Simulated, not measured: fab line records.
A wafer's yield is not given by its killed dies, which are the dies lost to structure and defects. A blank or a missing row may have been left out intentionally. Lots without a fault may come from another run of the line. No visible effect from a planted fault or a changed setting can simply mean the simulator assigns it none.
Matching of chambers ; flow n5Finfet ; N5_BEOL_M6_CURE_74 on uvCure-03: 3 sister chambers
The step cures SiCOH lowk, time 240 s. 6 wafers are shown with their chamber, then 10 later ones without.

## WAFERS WITH THEIR CHAMBER
wafer;chamber;wafer_temp_C_max;lampPowerPct (%)
L074.3;1;387.0;52.29
L074.6;1;387.1;52.32
L080.3;2;387.2;52.35
L080.5;2;388.2;52.25
L090.1;0;388.4;52.31
L090.2;0;387.2;52.30

## WAFERS WITHOUT THEIR CHAMBER
wafer;wafer_temp_C_max;lampPowerPct (%)
L090.6;387.0;52.31
L091.1;387.0;52.32
L091.3;387.7;52.26
L091.5;386.9;52.24
L094.1;387.0;52.29
L094.5;387.3;52.29
L094.6;387.0;52.27
L097.1;387.1;52.35
L097.3;388.0;52.37
L097.5;387.9;52.17

## THE CHAMBER EACH PASSED THROUGH
wafer;from the rows above;in truth
L090.6;can't be placed: 1 or 2 or 0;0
L091.1;can't be placed: 1 or 2 or 0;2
L091.3;can't be placed: 2 or 0 or 1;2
L091.5;can't be placed: 1 or 2 or 0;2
L094.1;can't be placed: 1 or 2 or 0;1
L094.5;can't be placed: 1 or 2 or 0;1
L094.6;can't be placed: 1 or 2 or 0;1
L097.1;can't be placed: 1 or 2 or 0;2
L097.3;can't be placed: 0 or 2 or 1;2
L097.5;can't be placed: 2 or 0 or 1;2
Correctly placed: 0 of 10. Can't be placed from these rows: 10 (the true chamber is among the candidates in 10). 0 placed wrongly.
How it was worked out, from the rows above alone: a wafer's distance from a chamber is the root of the sum, over the readings, of the square of ((its reading less the chamber's mean) divided by the reading's scatter). If the next closest chamber is less than 2 further off than the closest, the wafer can't be placed; otherwise it belongs to the closest. The mean given for a chamber averages the wafers shown for that chamber. The scatter: take each reading less its chamber's mean, square it, sum over the shown wafers, divide by the number of wafers less the number of chambers, and take the root.
